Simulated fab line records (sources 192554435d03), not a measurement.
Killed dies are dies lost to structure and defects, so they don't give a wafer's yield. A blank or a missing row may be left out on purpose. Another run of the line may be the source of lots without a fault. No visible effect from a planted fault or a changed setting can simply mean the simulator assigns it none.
fab line records	flow n5_finfet
[record] lots = 4	wafers = 10	last_day = 18
route steps=1938 shown WELL_APT@46 PMOS_HMC_CHANNEL_EPI@57 SD_EPI_N@284 BEOL_M4@1111 PASSIVATION@1936
lots that met no fault: taken from a fault-free run of the same line
start_h: start of the lot's first displayed wafer, in hours after the record's first day	wait_h: how many hours have passed since the lot's step before this one	" as in the row above	L1.1+2: a single row standing in for several wafers	- no value present, or no start provided	* or withheld: withheld	< > ~ a bound
route shown NAME@n: names a module that has steps shown in the file, with the first one's number in the route	usual: average and standard deviation across the fault-free wafers	same: alike in all rows	chamber/n: place in a boat	sites: the reading at each site	_std_site: the standard deviation of these	_edge_site: mean of outer sites minus mean of inner sites	radius_mm: for every site, how far away it sits from the centre of the wafer	mask NAME#n: copy n	behind: the most recent tool/chamber to have shaped the wafer	hold: what put the lot on hold/how long, in hours/how the hold closed	device: whichever transistor did not switch (one of n, p or np)	end of line: the route-end tests of the same wafers	a step with no rows: only its recipe	killed: count of dies lost to structure and defects at first sort (not the wafer's yield)	map: a wafer's dies, x killed, . not, _ none there
set.NAME: the setting that was run; set.NAME@STEP: the one run at that earlier step	model.NAME: the simulator's own value behind a step, which no gauge read
lots at selected steps of the route; one table per step, one row per wafer
[[steps]]
[step N5_WELL_APT_DESCUM_30]
[recipe] chemistry = O2	time_s = 7.9	source_power_w = 50	bias_power_w = 20	pressure_mtorr = 20	rf_frequency_hz = 2.712e+07	temp_c = 40	o2_flow_sccm = 225
[step N5_WELL_APT_IMPLANT_31]
[recipe] species = B	energy_kev = 60	dose_cm2 = 1.5e+13	tilt_deg = 0	rotation_deg = 0
[step N5_WELL_APT_IMPLANT_32]
[recipe] species = BF2	energy_kev = 50	dose_cm2 = 2e+13	tilt_deg = 0	rotation_deg = 0
[step N5_WELL_APT_STRIP_33]
[recipe] chemistry = SPM	time_s = 900	temp_c = 130	h2so4_h2o2_vol_ratio = 4	dry = ipa_marangoni
[step N5_WELL_APT_RTA_34]
[recipe] temp_c = 1000	time_s = 10	ambient = N2	idle_temp_c = 600	ramp_up_c_per_s = 150	ramp_down_c_per_s = 60	cool_to_c = 600
[step N5_WELL_APT_OXIDE_STRIP_42]
[recipe] chemistry = dHF	dilution = 25:1	time_s = 45	temp_c = 25	target = SiO2	target_depth_a = 120
[step N5_WELL_APT_PRECLEAN_36]
[recipe] chemistry = O3/DIW	time_s = 45	temp_c = 22	o3_ppm = 10
[step N5_WELL_APT_PRECLEAN_39]
[recipe] chemistry = dHF	time_s = 60	dilution = 150:1	temp_c = 25
[step N5_WELL_APT_SRD_37]
[recipe] dry = ipa_marangoni	do_ppb = 5	time_s = 30	temp_c = 23	rinse_liquid = diw
[step N5_WELL_APT_EPI_41]
[recipe] material = Si	target_thk_a = 500	temp_c = 650	precursor = SiH4/H2	pressure_torr = 20	time_s = 297.7
[usual] run_length_s = 357.5/2.5	susceptor_temp_C_max = 651.4/0.35	throttle_valve_pct = 11.14/0.15
lot.wafer	tool	chamber	start_h	wait_h	run_length_s	susceptor_temp_C_max	throttle_valve_pct	model.Si_of_WELL_APT_EPI_41.thk_nm
L895.2	epi_rpcvd-02	0	76.23	0.1	357.7	650.8	11.14	50.13
L895.4	"	0	"	"	356.9	650.9	11.04	50.06
L895.5	"	0	"	"	356.4	651.3	11.39	50.51
L899.1	epi_rpcvd-02	0	100.08	0.0	356.2	651.7	11.16	51.06
L899.5	"	0	"	"	603.4	650.9	11.21	92.46
L901.1	epi_rpcvd-02	0	113.31	0.0	356.8	651.5	11.04	50.29
L901.5	"	0	"	"	602.8	651.7	11.04	91.63
L906.2	epi_rpcvd-01	0	142.19	0.1	355.9	651.2	11.27	50.04
L906.4	"	0	"	"	355.5	651.7	11.41	50.8
L906.6	"	0	"	"	356.6	651.3	11.18	50.12
[step N5_PMOS_HMC_CHANNEL_EPI_HM_DEP_34]
[recipe] material = SiO2	target_thk_a = 360	temp_c = 400	precursor = TEOS/O2	pressure_torr = 6.5	rf_w = 900	teos_flow_sccm = 161.4	gas = O2	flow_sccm = 2650	time_s = 6.9
[step N5_PMOS_HMC_CHANNEL_EPI_COAT_31]
[recipe] resist = BARC	temp_c = 205	time_s = 60	spin_rpm = 1500	resist_thk_nm = 66
[step N5_PMOS_HMC_CHANNEL_EPI_COAT_03]
[recipe] resist = CAR-ArF-block	spin_rpm = 1500	resist_thk_nm = 205
[step N5_PMOS_HMC_CHANNEL_EPI_EBR_05]
[recipe] solvent = PGMEA	ebr_width_mm = 1.5
[step N5_PMOS_HMC_CHANNEL_EPI_SOFTBAKE_04]
[recipe] temp_c = 110	time_s = 60	resist = CAR-ArF-block
[step N5_PMOS_HMC_CHANNEL_EPI_EXPOSE_06]
[recipe] mask_id = PMOS_HMC_BLK	na = 1.35	source_shape = conventional	sigma_outer = 0.8	polarization = unpolarized	target_cd_nm = 240	dose_mj = 41
[step N5_PMOS_HMC_CHANNEL_EPI_PEB_07]
[recipe] peb_temp_c = 110	peb_time_s = 60	resist = CAR-ArF-block
[step N5_PMOS_HMC_CHANNEL_EPI_DEVELOP_08]
[recipe] develop_time_s = 30	developer = TMAH	resist = CAR-ArF-block	dev_temp_c = 23	rinse_liquid = diw	dry = air_spin
[step N5_PMOS_HMC_CHANNEL_EPI_DESCUM_14]
[recipe] chemistry = O2	time_s = 7.9	source_power_w = 50	bias_power_w = 20	pressure_mtorr = 20	rf_frequency_hz = 2.712e+07	temp_c = 40	resist = CAR-ArF-block	o2_flow_sccm = 225
[step N5_PMOS_HMC_CHANNEL_EPI_ETCH_32]
[recipe] chemistry = N2/H2	target = BARC	stop_on = SiO2	target_depth_a = 858	over_etch_frac = 0.3	time_s = 50.3	ion_energy_ev = 200	mask_material = CAR-ArF-block	pressure_mtorr = 30	source_w = 840	bias_w = 150	n2_flow_sccm = 200	h2_flow_sccm = 200
[step N5_PMOS_HMC_CHANNEL_EPI_HM_OPEN_15]
[recipe] chemistry = CHF3/O2	target = SiO2	mask_material = CAR-ArF-block	target_depth_a = 406	CHF3_flow_sccm = 50	O2_flow_sccm = 5	Ar_flow_sccm = 200	time_s = 20.3	pressure_mtorr = 30	source_w = 650	bias_w = 170	ion_energy_ev = 200
[step N5_PMOS_HMC_CHANNEL_EPI_STRIP_33]
[recipe] chemistry = N2/H2	power_w = 500	temp_c = 40	pressure_mtorr = 50	rf_frequency_hz = 6e+07	overash_fraction = 0.3	bias_power_w = 8	h2_frac = 0.5	n2_flow_sccm = 300	h2_flow_sccm = 300
[step N5_PMOS_HMC_CHANNEL_EPI_STRIP_17]
[recipe] chemistry = SPM	time_s = 750	temp_c = 130	h2so4_h2o2_vol_ratio = 4	dry = ipa_marangoni
[step N5_PMOS_HMC_CHANNEL_EPI_ETCH_38]
[recipe] chemistry = CF4	target = SiO2	target_depth_a = 15	ion_energy_ev = 350	pressure_mtorr = 10	icp_w = 800	bias_w = 400	cf4_flow_sccm = 80
[step N5_PMOS_HMC_CHANNEL_EPI_FIN_RECESS_16]
[recipe] chemistry = HBr/Cl2	target = Si	mask_material = SiO2	target_depth_a = 540	time_s = 18	pressure_mtorr = 10	icp_w = 800	bias_w = 75	HBr_flow_sccm = 150	Cl2_flow_sccm = 80
[step N5_PMOS_HMC_CHANNEL_EPI_PRECLEAN_36]
[recipe] chemistry = O3/DIW	time_s = 45	temp_c = 22	o3_ppm = 10
[step N5_PMOS_HMC_CHANNEL_EPI_PRECLEAN_18]
[recipe] chemistry = DHF	time_s = 30	temp_c = 25	dilution = withheld
[step N5_PMOS_HMC_CHANNEL_EPI_SRD_19]
[recipe] dry = ipa_marangoni	do_ppb = 5	time_s = 30	temp_c = 23	rinse_liquid = diw
[step N5_PMOS_HMC_CHANNEL_EPI_EPI_20]
[recipe] material = SiGe30	mask_material = SiO2	pressure_torr = 20	target_thk_a = 590	temp_c = 600
[step N5_PMOS_HMC_CHANNEL_EPI_HM_STRIP_35]
[recipe] chemistry = dHF	temp_c = 25	material = SiO2	target = SiO2	target_depth_a = 396	time_s = 216
[step N5_PMOS_HMC_CHANNEL_EPI_SRD_39]
[recipe] dry = ipa_marangoni	time_s = 30	temp_c = 23	rinse_liquid = diw
[step N5_PMOS_HMC_CHANNEL_EPI_CMP_21]
[recipe] material = SiGe30	post_cmp_clean = alkaline_brush	target_thk_nm = 54
[step N5_PMOS_HMC_CHANNEL_EPI_PRECLEAN_40]
[recipe] chemistry = DHF	time_s = 30	temp_c = 25	dilution = withheld
[step N5_PMOS_HMC_CHANNEL_EPI_PRECLEAN_37]
[recipe] chemistry = O3/DIW	time_s = 45	temp_c = 22	o3_ppm = 10
[step N5_SD_EPI_N_STRIP_18]
[recipe] chemistry = SPM	time_s = 750	temp_c = 130	h2so4_h2o2_vol_ratio = 4
[usual] bath_guard_temp_C = 129.9/0.73
lot.wafer	tool	chamber	start_h	wait_h	bath_guard_temp_C	model.Si_of_WELL_APT_EPI_41.thk_nm
L895.2	wet_bench-05	4	108.62	0.0	129.1	7.8
L895.4	"	3	"	"	129.4	8.2
L895.5	"	6	"	"	130.8	8.4
L899.1	wet_bench-05	6	135.38	0.0	130.9	9.6
L899.5	"	5	"	"	130.5	50.2
L901.1	wet_bench-05	7	148.79	0.0	130.9	9.8
L901.5	"	0	"	"	129.5	50.8
L906.2	wet_bench-06	7	176.07	0.0	131.1	8.8
L906.4	"	0	"	"	130.8	8.8
L906.6	"	6	"	"	129.3	9
[step N5_BEOL_M4_RC_MEAS_101]
[usual] CJ_N = 4.33/0.074	CJ_P = 5.81/0.2	DIBL_N = 36.5/1.8	DIBL_P = 36.5/2.1	IOFF_N = 0.17/0.031	IOFF_N_85C = 3.3/0.51	IOFF_N_LIN = 0.078/0.012	IOFF_N_LONG = 5.64e-05/2.4e-06	IOFF_P = 0.22/0.036	IOFF_P_85C = 3.7/0.53	IOFF_P_LIN = 0.102/0.014	ION_N = 677/11	ION_P = 463/8	RS_NWELL = 1038/6.6	RS_PWELL = 3003/24	SS_N = 71.6/0.61	SS_P = 73.3/0.63	VT_N = 249/3.1	VT_P = -250/3.3
lot.wafer	tool	chamber	start_h	wait_h	CJ_N	CJ_P	DIBL_N[mV/V]	DIBL_P[mV/V]	IOFF_N[nA/um]	IOFF_N_85C[nA/um]	IOFF_N_LIN[nA/um]	IOFF_N_LONG[nA/um]	IOFF_P[nA/um]	IOFF_P_85C[nA/um]	IOFF_P_LIN[nA/um]	ION_N[uA/um]	ION_P[uA/um]	RS_NWELL[ohm/sq]	RS_PWELL[ohm/sq]	SS_N[mV/dec]	SS_P[mV/dec]	VT_N[mV]	VT_P[mV]
L895.2	prober-01	0	236.82	0.2	4.34	6.13	37.0	35.0	0.18	3.4	0.077	5.51e-05	0.19	3.5	0.095	673	455	1033	2993	71.6	72.9	248	-253
L895.4	"	0	"	"	4.31	5.97	37.2	35.3	0.17	3.4	0.075	5.4e-05	0.21	3.7	0.098	667	444	1037	2993	72.1	73.7	250	-249
L895.5	"	0	"	"	4.35	5.92	37.5	36.1	0.18	3.4	0.075	5.37e-05	0.21	3.6	0.098	658	450	1035	2985	71.9	73.6	251	-253
L899.1	prober-01	0	252.62	0.0	4.21	5.58	36.0	36.4	0.15	3.0	0.069	5.6e-05	0.22	3.7	0.108	666	460	1026	2973	71.2	73.4	252	-247
L899.5	"	0	"	"	2.52	2.17	67.5	48.8	4.43	51.1	0.262	5.04e-05	1.20	15.5	0.206	684	472	938	2156	110.2	86.4	243	-244
L901.1	prober-01	0	271.46	0.0	4.15	5.87	39.1	40.1	0.22	4.2	0.100	5.55e-05	0.27	4.6	0.121	694	472	1036	3030	72.0	74.2	244	-249
L901.5	"	0	"	"	2.52	2.21	54.0	45.4	1.67	22.8	0.180	5.04e-05	0.71	10.2	0.167	697	476	948	2197	93.1	80.4	245	-244
L906.2	prober-02	0	309.22	0.2	4.19	5.55	34.6	35.8	0.16	3.1	0.076	5.72e-05	0.22	3.7	0.106	682	470	1037	2984	71.6	72.5	250	-248
L906.4	"	0	"	"	4.36	5.98	32.1	32.2	0.11	2.4	0.059	5.93e-05	0.17	3.0	0.088	672	471	1029	2937	70.5	72.7	251	-250
L906.6	"	0	"	"	4.27	5.86	32.7	32.7	0.12	2.4	0.059	5.83e-05	0.18	3.2	0.091	651	462	1037	2977	70.2	72.6	252	-247
[step N5_PASSIVATION_PROBE_49]
[usual] defect_limited_yield = 91.4/1.5	killed_at_M0_to_M3 = 35/11	killed_at_M4_up = 16/7	killed_at_contacts = 11/5.3	killed_at_front_end = 37/11	killed_at_other = 3.1/2.8	killed_dies = 102/18	killed_open = 69/15	killed_short = 31/7.8	sort_bin_4_leakage = 0/0	sort_bin_5_function = 5.1/1.1	sort_bin_6_memory = 3.2/0.69	sort_bin_8_speed = 0.00/0.016	sort_n_pass = 1078/18	sort_yield_pct = 91.4/1.5
[same] gross_dies = 1180	killed_at_back_side = 0
lot.wafer	tool	chamber	start_h	wait_h	defect_limited_yield[%]	killed_at_M0_to_M3	killed_at_M4_up	killed_at_contacts	killed_at_front_end	killed_at_other	killed_dies	killed_open	killed_short	sort_bin_4_leakage[%]	sort_bin_5_function[%]	sort_bin_6_memory[%]	sort_bin_8_speed[%]	sort_n_pass	sort_yield_pct[%]
L895.2	prober-01	-	337.55	0.1	92.3	20	22	7	41	1	91	61	30	0	4.5	2.7	0	1089	92.3
L895.4	prober-01	-	337.65	0.2	91.4	37	10	11	38	6	102	67	33	0	4.7	3.7	0	1078	91.4
L895.5	prober-01	-	337.70	0.2	94.3	23	11	13	18	2	67	39	26	0	3.0	2.4	0	1113	94.3
L899.1	prober-01	-	356.60	0.0	90.5	35	18	6	51	2	112	81	29	0	4.9	4.0	0.08	1068	90.5
L899.5	prober-01	-	356.80	0.2	90.8	31	13	9	50	5	108	72	35	90.85	5.3	3.6	0	0	0
L901.1	prober-02	-	380.65	0.0	92.4	34	17	1	31	7	90	62	25	0	4.7	2.5	0	1090	92.4
L901.5	prober-02	-	380.85	0.2	93.4	36	12	6	19	5	78	50	28	93.39	4.2	2.2	0	0	0
L906.2	prober-01	-	425.03	0.1	91.2	26	22	11	44	1	104	75	28	0	4.6	4.2	0	1076	91.2
L906.4	prober-01	-	425.13	0.2	90.5	25	15	13	57	2	112	86	25	0	6.0	3.1	0	1068	90.5
L906.6	prober-01	-	425.23	0.3	90.2	30	16	15	51	4	116	78	38	0	6.1	3.3	0	1064	90.2
// killed by level:class
L895.2 FIN_SAQP:geometric_particle:open=12 BEOL_M4:geometric_particle:open=10 FIN_SAQP:geometric_particle:short=7 BEOL_M2:geometric_particle:open=7 MOL_CONTACT_COAG:geometric_particle:open=4 DUMMY_GATE:geometric_particle:open=3 SPACER0:geometric_particle:short=3 MOL_CONTACT_COAG:geometric_particle:short=3
L895.4 FIN_SAQP:geometric_particle:short=13 MOL_CONTACT_COAG:geometric_particle:open=11 FIN_SAQP:geometric_particle:open=8 BEOL_M2:geometric_particle:open=8 BEOL_M0_SAQP:geometric_particle:open=7 STI_FIN_REVEAL:geometric_particle:open=5 BEOL_M1:geometric_particle:open=5 BEOL_M3:geometric_particle:open=5
L895.5 MOL_CONTACT_COAG:geometric_particle:open=10 FIN_SAQP:geometric_particle:short=5 FIN_SAQP:geometric_particle:open=5 BEOL_M0:geometric_particle:open=4 BEOL_M1:geometric_particle:open=4 BEOL_M2:geometric_particle:short=4 GATE_CUT:geometric_particle:short=3 MOL_CONTACT_COAG:geometric_particle:short=3
L899.1 FIN_SAQP:geometric_particle:open=14 FIN_SAQP:geometric_particle:short=12 BEOL_M3:geometric_particle:open=9 BEOL_M1:geometric_particle:open=9 BEOL_M2:geometric_particle:open=8 BEOL_M4:geometric_particle:open=8 STI_FIN_REVEAL:geometric_particle:open=6 GATE_CUT:geometric_particle:open=5
L899.5 FIN_SAQP:geometric_particle:open=16 FIN_SAQP:geometric_particle:short=11 BEOL_M2:geometric_particle:open=8 BEOL_M1:geometric_particle:open=7 MOL_CONTACT_COAG:geometric_particle:open=6 BEOL_M0_SAQP:geometric_particle:short=6 GATE_CUT:geometric_particle:open=5 BEOL_M4:geometric_particle:open=5
L901.1 STI_FIN_REVEAL:geometric_particle:open=11 BEOL_M4:geometric_particle:open=8 BEOL_M0:geometric_particle:open=7 BEOL_M0_SAQP:geometric_particle:open=6 BEOL_M3:geometric_particle:open=6 BEOL_M2:geometric_particle:open=5 FIN_SAQP:geometric_particle:open=4 BEOL_M0_SAQP:geometric_particle:short=4
L901.5 BEOL_M2:geometric_particle:open=12 BEOL_M2:geometric_particle:short=10 BEOL_M3:geometric_particle:open=8 BEOL_M4:geometric_particle:open=8 FIN_SAQP:geometric_particle:short=4 MOL_CONTACT_COAG:geometric_particle:open=4 STARTING-WAFER:geometric_particle:short=4 FIN_SAQP:geometric_particle:open=3
L906.2 STI_FIN_REVEAL:geometric_particle:open=12 MOL_CONTACT_COAG:geometric_particle:open=10 FIN_SAQP:geometric_particle:open=8 BEOL_M0_SAQP:geometric_particle:short=7 BEOL_M0_SAQP:geometric_particle:open=6 BEOL_M4:geometric_particle:open=6 BEOL_M5:geometric_particle:open=6 FIN_SAQP:geometric_particle:short=5
L906.4 FIN_SAQP:geometric_particle:open=22 MOL_CONTACT_COAG:geometric_particle:open=12 STI_FIN_REVEAL:geometric_particle:open=11 BEOL_M2:geometric_particle:open=9 BEOL_M0_SAQP:geometric_particle:open=8 DUMMY_GATE:geometric_particle:open=5 STI_FIN_REVEAL:geometric_particle:short=4 ILD0:geometric_particle:short=4
L906.6 STI_FIN_REVEAL:geometric_particle:open=16 BEOL_M0_SAQP:geometric_particle:short=16 MOL_CONTACT_COAG:geometric_particle:open=14 FIN_SAQP:geometric_particle:open=9 FIN_SAQP:geometric_particle:short=8 BEOL_M0_SAQP:geometric_particle:open=5 STI_FIN_REVEAL:geometric_particle:short=4 BEOL_M1:geometric_particle:open=4
// map L899.1 (x killed, . not)
_________________.x..........________________
______________......xx....x....._____________
___________.......x............x...__________
__________.....x.x...x.............x_________
________...x....x..x............x....._______
_______........x........x........x.....______
______......................x...x......._____
_____..............................xxx...____
____........xx.xx..........x.......xx.....___
___....x.................x.....x...........__
___....x....x....................x.....x.x.__
__...x......................................_
__..x..........x...x..x....................._
_..x.......x.................................
_.......x......x...xx........x...x....xx.....
_....x.............................x.........
_..x.............x.......x....x..............
_.....................x.................xx...
_.x..........x..........................x....
_..............................x....x.x......
_x..............x............x...............
__............xx.......x.......x....x......._
__.x.....................................x.._
___...............x..........x............x__
___.x..xx...........x.......x...x..........__
____.x...xx............x..x.........xx.x..___
_____..x...............x.........x.....x.____
______...................x........x..x.._____
_______.......................x........______
________....x....x...x................_______
__________...x.......x..........x..._________
___________.........x........x.....__________
______________.....x..........x._____________
_________________............________________
// map L901.1 (x killed, . not)
_________________.x..........________________
______________....x.......x....._____________
___________........................__________
__________..........x.......x......._________
________...........................x.._______
_______...............................x______
______.....x...........x.x.....x.......x_____
_____......x......x......................____
____..x...x....x..........................___
___..x....x................................__
___x...............x.................x.....__
__.......................x...............x.._
__.......x..x..............................._
_............x....xx..x......................
_...........x.....x...............x..........
_....x.........x..........x............x.....
_................x......x...............x..x.
_.x..................x..x..............x.....
_.....xx...x.......x...............x.........
_..........x..x..............................
_......x.....x..........x..x.................
__..............x........x.x..........x....x_
__........x....x............................_
___............x..x........xx....x.........__
___..x..xx......................x..........__
____.x.....x..........x........x....x.....___
_____...............................x....____
______...........x...x................x._____
_______.......x.....................x..______
________.....xx....x.......x....x....._______
__________.........................._________
___________x.....................x.__________
______________.................._____________
_________________............________________
[[key]]
[first_sign] step = N5_WELL_APT_EPI_41	reading = run_length_s	direction = up	sigmas = 96	usual = *	struck = *
[effect] step = N5_BEOL_M4_RC_MEAS_101	reading = IOFF_N	direction = up	sigmas = 93	usual = 0.17	struck = 3.05
[effect] step = N5_BEOL_M4_RC_MEAS_101	reading = IOFF_N_85C	direction = up	sigmas = 66	usual = 3.3	struck = 36.9
[effect] step = N5_BEOL_M4_RC_MEAS_101	reading = SS_N	direction = up	sigmas = 49	usual = 71.6	struck = 101.7
[effect] step = N5_BEOL_M4_RC_MEAS_101	reading = RS_PWELL	direction = down	sigmas = 35	usual = 3003	struck = 2177
[effect] step = N5_BEOL_M4_RC_MEAS_101	reading = CJ_N	direction = down	sigmas = 25	usual = 4.33	struck = 2.52
[effect] step = N5_BEOL_M4_RC_MEAS_101	reading = IOFF_P	direction = up	sigmas = 20	usual = 0.22	struck = 0.95
[effect] step = N5_BEOL_M4_RC_MEAS_101	reading = CJ_P	direction = down	sigmas = 18	usual = 5.81	struck = 2.19
[effect] step = N5_BEOL_M4_RC_MEAS_101	reading = IOFF_P_85C	direction = up	sigmas = 17	usual = 3.7	struck = 12.8
[effect] step = N5_BEOL_M4_RC_MEAS_101	reading = SS_P	direction = up	sigmas = 16	usual = 73.3	struck = 83.4
[effect] step = N5_BEOL_M4_RC_MEAS_101	reading = RS_NWELL	direction = down	sigmas = 14	usual = 1038	struck = 943
[effect] step = N5_BEOL_M4_RC_MEAS_101	reading = DIBL_N	direction = up	sigmas = 14	usual = 36.5	struck = 60.7
[effect] step = N5_BEOL_M4_RC_MEAS_101	reading = IOFF_N_LIN	direction = up	sigmas = 12	usual = 0.078	struck = 0.221
[effect] step = N5_PASSIVATION_PROBE_49	reading = sort_bin_4_leakage	direction = up	sigmas = 99+	usual = 0	struck = 92.12
[model_effect] step = N5_WELL_APT_EPI_41	value = Si_of_WELL_APT_EPI_41.thk_nm	without = 50.32	struck = 92.05
[model_effect] step = N5_SD_EPI_N_STRIP_18	value = Si_of_WELL_APT_EPI_41.thk_nm	without = 8.8	struck = 50.5
met_at N5_WELL_APT_EPI_41
struck_wafers L899.5,L901.5
onset_between 76.23 100.08
[fault] kind = process_parameter_drift	tool = epi_rpcvd-02	chamber = -	onset_h = 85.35	steps = N5_WELL_APT_EPI_41	channel = time_s	offset = *	shape = step	end_h = 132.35	scope = struck_wafers_only	acts_in = *	stated = *
